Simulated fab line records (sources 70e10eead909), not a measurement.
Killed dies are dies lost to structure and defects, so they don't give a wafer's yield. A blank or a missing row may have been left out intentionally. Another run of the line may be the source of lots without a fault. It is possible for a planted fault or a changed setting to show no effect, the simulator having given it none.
Matching of chambers || flow nand-harc || NHARC_A_CHANNEL_FILL_D2_ALD_16 on ald-hk-03 has 4 sister chambers
The step deposits SiO2, target thk 1.5 nm, pulse time 10 s, ald cycles 15. 4 wafers are shown with their chamber, then 10 later ones without.

## WAFERS, EACH WITH ITS CHAMBER
{"wafer": "L088.1", "chamber": 2, "heater-power-w (W)": 462}
{"wafer": "L089.1", "chamber": 0, "heater-power-w (W)": 388}
{"wafer": "L091.1", "chamber": 1, "heater-power-w (W)": 506}
{"wafer": "L091.3", "chamber": 3, "heater-power-w (W)": 431}

## WAFERS WITH NO CHAMBER GIVEN
{"wafer": "L091.4", "heater-power-w (W)": 388}
{"wafer": "L093.2", "heater-power-w (W)": 510}
{"wafer": "L093.5", "heater-power-w (W)": 386}
{"wafer": "L093.6", "heater-power-w (W)": 425}
{"wafer": "L095.2", "heater-power-w (W)": 425}
{"wafer": "L095.4", "heater-power-w (W)": 525}
{"wafer": "L095.6", "heater-power-w (W)": 430}
{"wafer": "L097.2", "heater-power-w (W)": 507}
{"wafer": "L097.3", "heater-power-w (W)": 468}
{"wafer": "L097.5", "heater-power-w (W)": 378}

## THE CHAMBER EACH PASSED THROUGH
{"wafer": "L091.4", "from the rows above": 0, "in truth": 0}
{"wafer": "L093.2", "from the rows above": 1, "in truth": 1}
{"wafer": "L093.5", "from the rows above": 0, "in truth": 0}
{"wafer": "L093.6", "from the rows above": 3, "in truth": 3}
{"wafer": "L095.2", "from the rows above": 3, "in truth": 3}
{"wafer": "L095.4", "from the rows above": 1, "in truth": 1}
{"wafer": "L095.6", "from the rows above": 3, "in truth": 3}
{"wafer": "L097.2", "from the rows above": 1, "in truth": 1}
{"wafer": "L097.3", "from the rows above": 2, "in truth": 2}
{"wafer": "L097.5", "from the rows above": 0, "in truth": 0}
Correctly placed: 10 of 10. Can't be placed from these rows: 0. Placed wrongly: 0.
How it was worked out, from the rows above alone: a wafer's distance from a chamber is the root of the sum, over the readings, of the square of ((its reading less the chamber's mean) divided by the reading's scatter). If the next closest chamber is less than 2 further off than the closest, the wafer can't be placed; otherwise it belongs to the closest. The mean given for a chamber averages the wafers shown for that chamber. The scatter: root of mean squared gap, hidden wafer to nearest shown wafer, with one shown wafer a chamber.
